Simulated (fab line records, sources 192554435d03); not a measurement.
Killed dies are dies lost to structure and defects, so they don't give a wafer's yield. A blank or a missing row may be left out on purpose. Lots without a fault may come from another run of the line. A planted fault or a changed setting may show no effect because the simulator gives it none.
fab line records | flow n5_finfet
record lots=6 wafers=18 last_day=17
route steps=1938 shown HKMG_FIN@391 BEOL_M4@1111
lots that met no fault: from a run of the same line without faults
start_h: hours from the record's first day to the start of the lot's first wafer shown | wait_h: hours since the lot's step before | " the same as in the row above | L1.1+2: a row that stands for several wafers | - no value, or no start given | * or withheld: withheld | < > ~ a bound
route shown NAME@n: a module of which the file shows steps, and the number in the route of the first | usual: mean/standard deviation of fault-free wafers | same: alike in all rows | chamber/n: place in a boat | sites: the reading at each site | _std_site: their standard deviation | _edge_site: outer sites' mean less inner sites' | radius_mm: how far each site lies from the wafer's centre | mask NAME#n: copy n | behind: the tool/chamber that last shaped the wafer | hold: why the lot was held/for how many hours/how that ended | device: the transistor (n, p or np) that didn't switch | end of line: the same wafers' tests at the end of the route | a step without rows: its recipe alone | killed: dies lost to structure and defects at the first sort, not the wafer's yield | map: a wafer's dies, x killed, . not, _ none there
set.NAME: the setting as run; set.NAME@STEP: as run at that earlier step | model.NAME: the simulator's own value behind a step, which no gauge read
lots at some steps of the route; a table a step, a row a wafer
services: from which hour (start_h, from the record's first day; less than 0 if before it) a tool's chamber was out of use, for how many hours, and why
## steps
# step N5_HKMG_FIN_COAT_42
# recipe resist=SiARC temp_c=220 time_s=60 spin_rpm=1500 resist_thk_nm=35
# step N5_HKMG_FIN_COAT_43
# recipe resist=CAR-ArF spin_rpm=1500 resist_thk_nm=90
# step N5_HKMG_FIN_EBR_45
# recipe solvent=PGMEA ebr_width_mm=1.5
# step N5_HKMG_FIN_SOFTBAKE_44
# recipe temp_c=110 time_s=60 resist=CAR-ArF
# step N5_HKMG_FIN_EXPOSE_46
# recipe mask_id=NDIPOLE na=1.35 source_shape=conventional sigma_outer=0.8 polarization=unpolarized dose_mj=40
# step N5_HKMG_FIN_PEB_47
# recipe peb_temp_c=withheld peb_time_s=60 resist=CAR-ArF
# step N5_HKMG_FIN_DEVELOP_48
# recipe develop_time_s=30 developer=TMAH resist=CAR-ArF rinse_liquid=diw dry=air_spin dev_temp_c=23
# step N5_HKMG_FIN_CD_MEAS_49
# recipe target_cd_nm=202 landing_energy_ev=500 detector=se_inlens polarity=opening
# usual cd_nm=202.0/0.65
# columns lot.wafer tool chamber start_h wait_h cd_nm
L310.1 cd_sem-02 0 103.37 - 202.0
L310.4 " 0 " " 202.2
L310.5 " 0 " " 202.6
L311.1 cd_sem-02 0 112.94 - 200.9
L311.4 " 0 " " 201.2
L311.6 " 0 " " 201.3
L320.2 cd_sem-03 0 164.55 - 201.9
L320.5 " 0 " " 201.8
L320.6 " 0 " " 202.0
L321.3 cd_sem-01 0 169.49 - 202.5
L321.4 " 0 " " 202.4
L321.5 " 0 " " 202.7
L325.3 cd_sem-02 0 195.74 - 201.4
L325.4 " 0 " " 200.4
L325.5 " 0 " " 202.0
L328.1 cd_sem-03 0 208.35 - 202.8
L328.2 " 0 " " 202.8
L328.3 " 0 " " 202.9
# step N5_HKMG_FIN_OVL_MEAS_50
# recipe points_per_wafer=44
# usual NDIPOLE_OVL=-0.3/0.76
# columns lot.wafer tool chamber start_h wait_h NDIPOLE_OVL[nm]
L310.1 overlay-02 0 103.41 0.0 -1.8
L310.4 " 0 " " -0.7
L310.5 " 0 " " -2.2
L311.1 overlay-01 0 112.97 0.0 0.0
L311.4 " 0 " " 0.0
L311.6 " 0 " " 1.0
L320.2 overlay-02 0 164.58 0.0 -0.3
L320.5 " 0 " " 0.3
L320.6 " 0 " " -0.1
L321.3 overlay-01 0 169.51 0.0 -0.2
L321.4 " 0 " " -0.2
L321.5 " 0 " " -1.1
L325.3 overlay-02 0 195.77 0.0 -1.6
L325.4 " 0 " " -0.4
L325.5 " 0 " " 0.0
L328.1 overlay-01 0 208.38 0.0 -2.2
L328.2 " 0 " " -1.4
L328.3 " 0 " " -1.2
# step N5_HKMG_FIN_INSPECT_61
# recipe mode=adi inspect_instrument=macro
# usual raw_defect_count=2.4/1.5
# columns lot.wafer tool chamber start_h wait_h raw_defect_count
L310.1 defect_inspect-02 - 103.43 0.0 0
L310.4 " - " " 2
L310.5 " - " " 3
L311.1 defect_inspect-02 - 113.00 0.0 1
L311.4 " - " " 0
L311.6 " - " " 2
L320.2 defect_inspect-02 - 164.60 0.0 2
L320.5 " - " " 4
L320.6 " - " " 2
L321.3 defect_inspect-02 - 169.54 0.0 1
L321.4 " - " " 2
L321.5 " - " " 1
L325.3 defect_inspect-01 - 195.79 0.0 4
L325.4 " - " " 4
L325.5 " - " " 1
L328.1 defect_inspect-02 - 208.40 0.0 1
L328.2 " - " " 1
L328.3 " - " " 4
# step N5_HKMG_FIN_DESCUM_53
# recipe chemistry=O2 time_s=7.9 source_power_w=50 bias_power_w=20 pressure_mtorr=20 rf_frequency_hz=2.712e+07 temp_c=40 resist=CAR-ArF o2_flow_sccm=225
# usual drypump_motor_current_A=5.8/0.48 oes_product_au=0.76/0.07 rf_vpp_V=243.6/1.4 showerhead_plenum_p_Torr=2.12/0.072 throttle_valve_pct=20.36/0.22
# columns lot.wafer tool chamber start_h wait_h drypump_motor_current_A oes_product_au rf_hours_counter_h rf_vpp_V showerhead_plenum_p_Torr throttle_valve_pct
L310.1 rie_diel-01 1 103.61 0.2 6.1 0.74 167 241.3 2.00 20.23
L310.4 " 1 " " 6.1 0.74 - 241.9 2.00 20.22
L310.5 " 0 " " 5.5 0.70 - 245.7 2.15 20.18
L311.1 rie_diel-03 0 113.03 0.0 6.3 0.97 6 240.2 2.06 20.29
L311.4 " 3 " " 6.3 0.80 106 242.4 2.02 20.27
L311.6 " 0 " " 6.3 0.97 - 242.0 2.06 20.29
L320.2 rie_diel-05 1 164.70 0.1 6.2 0.70 237 243.2 2.06 20.46
L320.5 " 3 " " 5.4 0.73 - 242.2 2.07 20.52
L320.6 " 0 " " 5.2 0.71 - 241.9 2.16 20.54
L321.3 rie_diel-05 1 169.57 0.0 6.2 0.71 238 243.2 2.06 20.47
L321.4 " 3 " " 5.3 0.73 186 243.1 2.07 20.54
L321.5 " 0 " " 5.2 0.70 - 243.9 2.16 20.54
L325.3 rie_diel-03 1 195.86 0.1 5.7 0.79 107 244.9 2.20 20.07
L325.4 " 3 " " 6.3 0.78 132 242.0 2.01 20.29
L325.5 " 0 " " 6.3 0.89 - 241.6 2.05 20.32
L328.1 rie_diel-01 0 208.53 0.1 5.5 0.96 7 243.3 2.14 19.79
L328.2 " 2 " " 5.4 0.81 84 245.1 2.22 20.25
L328.3 " 1 " " 6.1 0.71 206 242.3 1.99 20.27
# step N5_HKMG_FIN_ETCH_54
# recipe chemistry=CF4 target=SiARC target_depth_a=455 mask_material=CAR-ArF time_s=75.8 ion_energy_ev=80 pressure_mtorr=40 source_w=545 bias_w=36 Ar_flow_sccm=100 cf4_flow_sccm=100 ends=cleared
# usual drypump_motor_current_A=5.8/0.48 etch_rf_on_time_s=76.7/1.1 oes_product_au=0.65/0.059 rf_vpp_V=184.3/1.2 showerhead_plenum_p_Torr=2.17/0.068 throttle_valve_pct=15.59/0.23
# columns lot.wafer tool chamber start_h wait_h drypump_motor_current_A etch_rf_on_time_s oes_product_au rf_hours_counter_h rf_vpp_V showerhead_plenum_p_Torr throttle_valve_pct
L310.1 rie_diel-01 1 103.65 0.0 6.1 77.5 0.63 167 183.8 2.06 15.51
L310.4 " 1 " " 6.1 77.6 0.63 - 182.9 2.06 15.51
L310.5 " 0 " " 5.5 77.6 0.60 - 185.5 2.20 15.47
L311.1 rie_diel-03 0 113.06 0.0 6.3 74.8 0.82 6 183.7 2.11 15.40
L311.4 " 3 " " 6.3 75.0 0.69 106 185.7 2.07 15.46
L311.6 " 0 " " 6.3 74.4 0.82 - 182.7 2.11 15.40
L320.2 rie_diel-05 1 164.73 0.0 6.2 76.4 0.60 237 184.6 2.11 15.77
L320.5 " 3 " " 5.4 78.7 0.62 - 183.5 2.13 15.78
L320.6 " 0 " " 5.2 77.7 0.60 - 186.2 2.20 15.73
L321.3 rie_diel-05 1 169.61 0.0 6.2 76.2 0.60 238 183.7 2.11 15.76
L321.4 " 3 " " 5.4 77.5 0.62 187 182.4 2.13 15.78
L321.5 " 0 " " 5.2 77.8 0.60 - 185.1 2.20 15.73
L325.3 rie_diel-03 1 195.90 0.0 5.7 75.5 0.67 107 185.7 2.25 15.32
L325.4 " 3 " " 6.3 75.1 0.67 132 184.0 2.06 15.52
L325.5 " 0 " " 6.3 74.3 0.76 - 183.7 2.10 15.46
L328.1 rie_diel-01 0 208.57 0.0 5.5 76.1 0.82 7 184.0 2.19 15.04
L328.2 " 2 " " 5.4 76.6 0.69 84 185.6 2.26 15.37
L328.3 " 1 " " 6.1 78.7 0.60 206 183.5 2.04 15.57
# step N5_HKMG_FIN_ETCH_55
# recipe chemistry=N2/H2 target=SOC target_depth_a=2400 temp_c=40 time_s=300 ion_energy_ev=200 mask_material=SiARC pressure_mtorr=30 source_w=840 bias_w=150 n2_flow_sccm=200 h2_flow_sccm=200
# usual drypump_motor_current_A=5.8/0.48 oes_product_au=0.76/0.071 rf_vpp_V=524.8/2.5 showerhead_plenum_p_Torr=2.57/0.085 throttle_valve_pct=17.80/0.26
# columns lot.wafer tool chamber start_h wait_h drypump_motor_current_A oes_product_au rf_hours_counter_h rf_vpp_V showerhead_plenum_p_Torr throttle_valve_pct model.HKMG_FIN.feature_depth_nm model.etch.depth_nm model.SiARC_of_HKMG_FIN_COAT_42.thk_nm
L310.1 rie_diel-01 1 103.70 0.0 6.1 0.73 168 521.0 2.43 17.62 230.6 230.5 22
L310.4 " 1 " " 6.1 0.74 - 522.1 2.43 17.62 233 232.9 21.8
L310.5 " 0 " " 5.5 0.70 - 527.0 2.62 17.63 232.2 232.3 21.8
L311.1 rie_diel-03 0 113.12 0.0 6.3 0.97 6 522.0 2.49 17.54 243.6 243.6 21
L311.4 " 3 " " 6.3 0.80 106 521.5 2.45 17.61 241.6 241.6 21.2
L311.6 " 0 " " 6.3 0.98 - 524.4 2.49 17.56 243.4 243.4 21.2
L320.2 rie_diel-05 1 164.79 0.0 6.1 0.90 237 522.9 2.50 18.03 342.4 342.3 15.6
L320.5 " 3 " " 5.4 0.91 - 524.3 2.54 18.03 332 332.1 16.2
L320.6 " 0 " " 5.2 0.90 - 525.1 2.62 17.98 333.2 333.2 16
L321.3 rie_diel-05 1 169.66 0.0 6.2 0.90 239 524.2 2.50 18.03 342 342 15.6
L321.4 " 3 " " 5.4 0.91 187 524.3 2.54 18.05 332.8 332.8 16.2
L321.5 " 0 " " 5.2 0.90 - 525.7 2.62 17.96 334.2 334.2 16
L325.3 rie_diel-03 1 195.95 0.0 5.7 0.80 107 526.6 2.66 17.37 240.2 240.2 21.2
L325.4 " 3 " " 6.3 0.79 132 520.7 2.44 17.65 243.4 243.4 21
L325.5 " 0 " " 6.3 0.89 - 522.6 2.48 17.61 242.2 242.2 21
L328.1 rie_diel-01 0 208.62 0.0 5.5 0.94 7 525.9 2.60 17.20 240.2 240.1 21.2
L328.2 " 2 " " 5.4 0.81 84 526.8 2.68 17.63 243 242.9 21
L328.3 " 1 " " 6.1 0.70 207 520.4 2.42 17.70 233 232.9 21.6
# step N5_HKMG_FIN_STRIP_56
# recipe chemistry=N2/H2 temp_c=40 n2_flow_sccm=200 h2_flow_sccm=200 rf_frequency_hz=6e+07
# step N5_HKMG_FIN_STRIP_57
# recipe chemistry=CF4 resist=SiARC power_w=300 bias_power_w=75 pressure_mtorr=50 cf4_flow_sccm=150 rf_frequency_hz=6e+07
# usual drypump_motor_current_A=5.8/0.48 oes_product_au=0.76/0.063 rf_vpp_V=271.6/1.5 showerhead_plenum_p_Torr=1.82/0.056 throttle_valve_pct=13.58/0.24
# columns lot.wafer tool chamber start_h wait_h drypump_motor_current_A oes_product_au rf_hours_counter_h rf_vpp_V showerhead_plenum_p_Torr throttle_valve_pct
L310.1 rie_diel-01 1 103.89 0.0 6.1 0.74 168 270.5 1.72 13.49
L310.4 " 1 " " 6.1 0.74 - 269.0 1.72 13.49
L310.5 " 0 " " 5.5 0.71 - 272.0 1.85 13.52
L311.1 rie_diel-03 0 113.31 0.0 6.3 0.95 6 272.4 1.77 13.37
L311.4 " 3 " " 6.3 0.79 106 270.3 1.73 13.44
L311.6 " 0 " " 6.3 0.95 - 271.4 1.77 13.37
L320.2 rie_diel-05 1 164.98 0.0 6.1 0.70 237 270.2 1.78 13.79
L320.5 " 3 " " 5.4 0.73 - 269.7 1.79 13.77
L320.6 " 0 " " 5.2 0.72 - 272.0 1.85 13.72
L321.3 rie_diel-05 1 169.85 0.0 6.2 0.70 239 270.3 1.78 13.81
L321.4 " 3 " " 5.3 0.72 187 272.0 1.79 13.76
L321.5 " 0 " " 5.2 0.71 - 272.3 1.84 13.73
L325.3 rie_diel-03 1 196.14 0.0 5.6 0.79 107 273.8 1.88 13.29
L325.4 " 3 " " 6.2 0.77 132 269.3 1.73 13.50
L325.5 " 0 " " 6.3 0.88 - 270.3 1.76 13.42
L328.1 rie_diel-01 0 208.82 0.0 5.5 0.94 7 270.7 1.84 13.02
L328.2 " 2 " " 5.4 0.80 84 273.7 1.89 13.32
L328.3 " 1 " " 6.1 0.71 207 268.5 1.71 13.58
# step N5_HKMG_FIN_ETCH_58
# recipe chemistry=N2/H2 target=SOC target_depth_a=2158 ion_energy_ev=50 bias_w=13 time_s=741 pressure_mtorr=30 source_w=875 n2_flow_sccm=200 h2_flow_sccm=200
# usual drypump_motor_current_A=5.8/0.48 oes_product_au=0.76/0.07 rf_vpp_V=99.3/0.95 showerhead_plenum_p_Torr=2.57/0.085 throttle_valve_pct=17.75/0.26
# columns lot.wafer tool chamber start_h wait_h drypump_motor_current_A oes_product_au rf_hours_counter_h rf_vpp_V showerhead_plenum_p_Torr throttle_valve_pct model.HKMG_FIN.cd_offset_nm
L310.1 rie_diel-01 1 103.91 0.0 6.1 0.73 168 99.6 2.43 17.59 0
L310.4 " 1 " " 6.1 0.73 - 97.4 2.43 17.59 0.2
L310.5 " 0 " " 5.5 0.70 - 100.3 2.62 17.60 0.4
L311.1 rie_diel-03 0 113.33 0.0 6.3 0.96 6 98.5 2.49 17.50 -1.2
L311.4 " 3 " " 6.3 0.81 107 97.6 2.45 17.55 -1.2
L311.6 " 0 " " 6.3 0.95 - 98.2 2.49 17.50 -0.4
L320.2 rie_diel-05 1 165.00 0.0 6.1 0.71 237 98.3 2.50 17.95 2.4
L320.5 " 3 " " 5.4 0.72 - 99.3 2.54 17.96 1.8
L320.6 " 0 " " 5.2 0.72 - 98.8 2.62 17.91 2.2
L321.3 rie_diel-05 1 169.87 0.0 6.1 0.71 239 100.9 2.50 17.97 3.2
L321.4 " 3 " " 5.4 0.72 187 98.2 2.54 17.95 2.8
L321.5 " 0 " " 5.2 0.71 - 100.0 2.62 17.92 3.2
L325.3 rie_diel-03 1 196.16 0.0 5.7 0.79 107 98.6 2.66 17.31 -1
L325.4 " 3 " " 6.3 0.79 132 97.9 2.44 17.60 -2
L325.5 " 0 " " 6.3 0.90 - 99.9 2.48 17.56 -0.2
L328.1 rie_diel-01 0 208.84 0.0 5.5 0.95 7 100.1 2.60 17.16 1
L328.2 " 2 " " 5.4 0.81 84 101.5 2.68 17.59 0.6
L328.3 " 1 " " 6.1 0.70 207 98.9 2.42 17.67 1
# step N5_HKMG_FIN_STRIP_93
# recipe chemistry=N2/H2 material=SOC time_s=20 power_w=500 temp_c=40 pressure_mtorr=50 rf_frequency_hz=6e+07 bias_power_w=8 h2_frac=0.5 n2_flow_sccm=300 h2_flow_sccm=300
# usual drypump_motor_current_A=5.8/0.48 oes_product_au=0.76/0.07 rf_vpp_V=54.3/0.85 showerhead_plenum_p_Torr=3.40/0.11 throttle_valve_pct=19.0/0.37
# columns lot.wafer tool chamber start_h wait_h drypump_motor_current_A oes_product_au rf_hours_counter_h rf_vpp_V showerhead_plenum_p_Torr throttle_valve_pct
L310.1 rie_diel-01 1 104.34 0.2 6.1 0.73 168 54.6 3.22 18.6
L310.4 " 1 " " 6.1 0.72 - 53.8 3.22 18.6
L310.5 " 0 " " 5.5 0.70 - 53.5 3.45 18.7
L311.1 rie_diel-03 0 113.76 0.2 6.3 0.97 6 53.9 3.29 18.5
L311.4 " 3 " " 6.3 0.80 107 53.2 3.24 18.6
L311.6 " 0 " " 6.3 0.96 - 54.3 3.29 18.5
L320.2 rie_diel-05 1 165.42 0.2 6.2 0.71 237 53.9 3.31 19.3
L320.5 " 3 " " 5.4 0.73 - 52.3 3.35 19.1
L320.6 " 0 " " 5.2 0.71 - 53.7 3.45 19.2
L321.3 rie_diel-05 1 170.30 0.2 6.2 0.71 239 52.4 3.31 19.3
L321.4 " 3 " " 5.4 0.72 187 53.2 3.35 19.1
L321.5 " 0 " " 5.2 0.71 - 55.1 3.45 19.2
L325.3 rie_diel-03 1 196.59 0.2 5.7 0.78 107 54.3 3.51 18.3
L325.4 " 3 " " 6.3 0.78 133 54.2 3.23 18.6
L325.5 " 0 " " 6.3 0.90 - 54.3 3.28 18.6
L328.1 rie_diel-01 0 209.26 0.2 5.5 0.94 8 54.5 3.44 18.3
L328.2 " 2 " " 5.4 0.81 84 55.7 3.54 18.9
L328.3 " 1 " " 6.1 0.70 207 53.6 3.20 18.7
# step N5_BEOL_M4_RC_MEAS_101
# usual DIBL_N=36.3/1.4 DIBL_P=35.7/1.5 IOFF_N=0.155/0.022 IOFF_P=0.204/0.027 ION_N=671/9 ION_P=459/6.2 SS_N=71.5/0.54 SS_P=73.1/0.56 VT_N=250.2/2.6 VT_P=-251/3.3
# columns lot.wafer tool chamber start_h wait_h DIBL_N[mV/V] DIBL_P[mV/V] IOFF_N[nA/um] IOFF_P[nA/um] ION_N[uA/um] ION_P[uA/um] SS_N[mV/dec] SS_P[mV/dec] VT_N[mV] VT_P[mV]
L310.1 prober-01 0 192.01 0.5 36.0 35.3 0.150 0.212 667 462 71.3 72.4 250.2 -250
L310.4 " 0 " " 36.3 36.4 0.172 0.219 675 464 70.9 73.1 247.4 -248
L310.5 " 0 " " 36.5 35.3 0.163 0.215 677 465 71.1 73.4 248.7 -246
L311.1 prober-01 0 209.81 0.0 38.9 37.3 0.190 0.235 672 457 73.2 73.7 249.6 -247
L311.4 " 0 " " 38.5 37.5 0.190 0.238 684 461 72.6 73.1 247.2 -247
L311.6 " 0 " " 38.0 36.5 0.163 0.220 660 453 72.0 73.7 249.8 -251
L320.2 prober-02 0 255.85 0.2 38.9 37.2 0.175 0.230 674 462 72.1 74.7 249.2 -250
L320.5 " 0 " " 39.8 37.9 0.190 0.230 685 461 72.6 74.5 246.0 -248
L320.6 " 0 " " 38.5 36.8 0.157 0.217 666 462 71.8 73.4 250.3 -250
L321.3 prober-01 0 263.09 0.3 34.6 35.8 0.139 0.181 671 459 71.3 72.4 251.3 -250
L321.4 " 0 " " 34.4 35.0 0.131 0.177 652 449 72.1 73.0 255.6 -253
L321.5 " 0 " " 35.6 36.5 0.149 0.194 666 451 72.0 73.4 253.2 -252
L325.3 prober-01 0 293.95 0.3 37.5 36.5 0.166 0.207 666 454 71.8 73.5 249.8 -253
L325.4 " 0 " " 38.1 36.8 0.177 0.211 662 452 72.6 73.9 250.0 -251
L325.5 " 0 " " 35.4 33.8 0.134 0.168 666 455 71.6 72.8 251.6 -254
L328.1 prober-01 0 307.18 0.0 36.2 35.0 0.150 0.181 667 449 71.7 72.0 252.0 -255
L328.2 " 0 " " 36.1 34.8 0.150 0.182 665 453 71.3 72.3 251.1 -255
L328.3 " 0 " " 35.6 35.9 0.145 0.186 670 461 71.3 72.7 251.7 -253
## services
# columns tool chamber start_h hours kind
rie_diel-03 - 94.92 10.0 pm
rie_diel-03 3 109.32 3.6 repair
rie_diel-03 2 134.14 4.8 repair
rie_diel-01 0 162.56 - clean
rie_diel-01 0 162.56 - consumable_replace:esc
rie_diel-01 0 162.56 - consumable_replace:focus_ring
rie_diel-01 0 162.56 21.0 scheduled_down
rie_diel-01 0 162.56 21.0 vent_cycle
rie_diel-05 1 202.25 - clean
rie_diel-05 1 202.25 - consumable_replace:focus_ring
rie_diel-05 1 202.25 14.5 scheduled_down
rie_diel-05 1 202.25 14.5 vent_cycle
## key
first_sign step=N5_HKMG_FIN_ETCH_55 reading=oes_product_au direction=up sigmas=2 usual=0.76 struck=0.90
effect none on later readings
model_effect step=N5_HKMG_FIN_ETCH_55 value=HKMG_FIN.feature_depth_nm without=235.2 struck=336.1
model_effect step=N5_HKMG_FIN_ETCH_58 value=HKMG_FIN.cd_offset_nm without=0.1333 struck=2.6
met_at N5_HKMG_FIN_ETCH_55
struck_wafers L320.2,L320.5,L320.6,L321.3,L321.4,L321.5
also_fits N5_HKMG_FIN_DESCUM_53:rie_diel-05,N5_HKMG_FIN_ETCH_54:rie_diel-05
fault kind=process_parameter_drift tool=rie_diel-05 chamber=- onset_h=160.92 steps=N5_HKMG_FIN_ETCH_55 channel=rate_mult offset=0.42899 shape=step end_h=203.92
